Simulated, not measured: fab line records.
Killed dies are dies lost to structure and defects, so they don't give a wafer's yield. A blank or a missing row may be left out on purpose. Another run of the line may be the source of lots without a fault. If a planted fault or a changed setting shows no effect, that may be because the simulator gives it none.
Which tool was responsible? | flow n5 finfet | 12 lots, 36 wafers sampled, at 5 steps of a route of 1938

WHAT THE GAUGES SHOWED, per wafer
N5_BEOL_M7_THK_MEAS_53: measures by xrf.
lot  | measured     | on            | M7_THK (nm)
L075 | day 10 01:57 | film metro-02 | 79.9 77.5 78.0
L077 | day 10 08:34 | film metro-02 | 80.6 82.0 81.6
L080 | day 11 07:04 | film metro-01 | 80.0 76.9 75.8
L082 | day 11 12:11 | film metro-02 | 76.2 78.9 79.9
L085 | day 11 16:04 | film metro-01 | 77.0 81.3 78.3
L084 | day 12 11:31 | film metro-01 | 80.0 79.6 78.7
L086 | day 12 13:16 | film metro-02 | 79.7 81.3 80.2
L089 | day 13 07:54 | film metro-02 | 80.9 80.4 78.8
L091 | day 14 01:34 | film metro-01 | 78.2 81.5 77.9
L092 | day 14 08:50 | film metro-01 | 78.2 78.8 79.2
L097 | day 15 18:45 | film metro-02 | 76.1 76.8 77.2
L096 | day 15 21:08 | film metro-01 | 80.4 79.5 79.2

WHAT TOOL EACH LOT RAN ON (gives the tool, then ch and the chambers of the sampled wafers, and finally the start)
lot  | N5_BEOL_M7_STRIP_19                | N5_BEOL_M7_TRENCH_ETCH_37                     | N5_BEOL_M7_STRIP_80                           | N5_BEOL_M7_PRE_CLEAN_45
L075 | rie diel-03 ch 0,2, day 9 20:26    | rie diel-04 ch 1,2, day 9 22:37 or earlier    | rie diel-04 ch 1,2, day 9 22:37 or earlier    | pvd sputter-02, day 9 22:37
L077 | rie diel-03 ch 0,2,3, day 10 02:59 | rie diel-04 ch 1,2, day 10 06:55 or earlier   | rie diel-04 ch 1,2, day 10 06:55 or earlier   | pvd sputter-03, day 10 06:55
L080 | rie diel-02 ch 0,1,2, day 11 02:40 | rie diel-04 ch 0,2,3, day 11 05:40 or earlier | rie diel-04 ch 0,2,3, day 11 05:40 or earlier | pvd sputter-03, day 11 05:40
L082 | rie diel-04 ch 0,2,3, day 11 07:10 | rie diel-03 ch 0,1,2, day 11 10:42 or earlier | rie diel-03 ch 0,1,2, day 11 10:42 or earlier | pvd sputter-02, day 11 10:42
L085 | rie diel-02 ch 0,2,3, day 11 11:14 | rie diel-03 ch 1,3, day 11 14:33 or earlier   | rie diel-03 ch 1,3, day 11 14:33 or earlier   | pvd sputter-01, day 11 14:33
L084 | rie diel-02 ch 0,2, day 12 05:43   | rie diel-03 ch 0,2,3, day 12 08:31 or earlier | rie diel-03 ch 0,2,3, day 12 08:31 or earlier | pvd sputter-01, day 12 08:31
L086 | rie diel-04 ch 1,3, day 12 08:16   | rie diel-02 ch 1,2,3, day 12 11:27 or earlier | rie diel-02 ch 1,2,3, day 12 11:27 or earlier | pvd sputter-02, day 12 11:27
L089 | rie diel-02 ch 0,2,3, day 12 23:20 | rie diel-02 ch 0,1, day 13 06:34 or earlier   | rie diel-02 ch 0,1, day 13 06:34 or earlier   | pvd sputter-01, day 13 06:34
L091 | rie diel-03 ch 0,1,3, day 13 16:55 | rie diel-03 ch 0,3, day 13 23:49 or earlier   | rie diel-03 ch 0,3, day 13 23:49 or earlier   | pvd sputter-03, day 13 23:49
L092 | rie diel-03 ch 0,1,3, day 14 01:05 | rie diel-03 ch 0,2,3, day 14 06:52 or earlier | rie diel-03 ch 0,2,3, day 14 06:52 or earlier | pvd sputter-03, day 14 06:52
L097 | rie diel-02 ch 0,1,3, day 15 12:56 | rie diel-04 ch 2,3, day 15 17:14 or earlier   | rie diel-04 ch 2,3, day 15 17:14 or earlier   | pvd sputter-01, day 15 17:14
L096 | rie diel-04 ch 0,2, day 15 16:13   | rie diel-02 ch 0,1,2, day 15 18:02 or earlier | rie diel-02 ch 0,1,2, day 15 18:02 or earlier | pvd sputter-02, day 15 18:02
- N5_BEOL_M7_STRIP_19: strips in O2.
- N5_BEOL_M7_TRENCH_ETCH_37: etches SiCOH lowk in C4F6/O2, target depth 93.478 nm, time 31.2 s.
- N5_BEOL_M7_STRIP_80: strips in N2/H2, time 10 s.
- N5_BEOL_M7_PRE_CLEAN_45: time 30 s.

THE ANSWER, worked out from the rows above alone
Rule: usual is defined by the lots themselves. The widest of any qualifying gaps counts: lots, ordered by their means at a reading, are off when they make up no more than a third of the lots, leave a main group of 4 or more, and stand apart from it by 3 or more times the standard deviation of that group's means. The tables above print the reading to a certain number of digits; a main group whose means all agree to those digits is not used. A lot without any number at a reading at which 4 lots or more have one is off too. All remaining lots with rows at the step are treated as sound.
None of the lots is off at any reading shown; this tells nothing.

WHAT HAD BEEN PUT IN BY THE SIMULATOR
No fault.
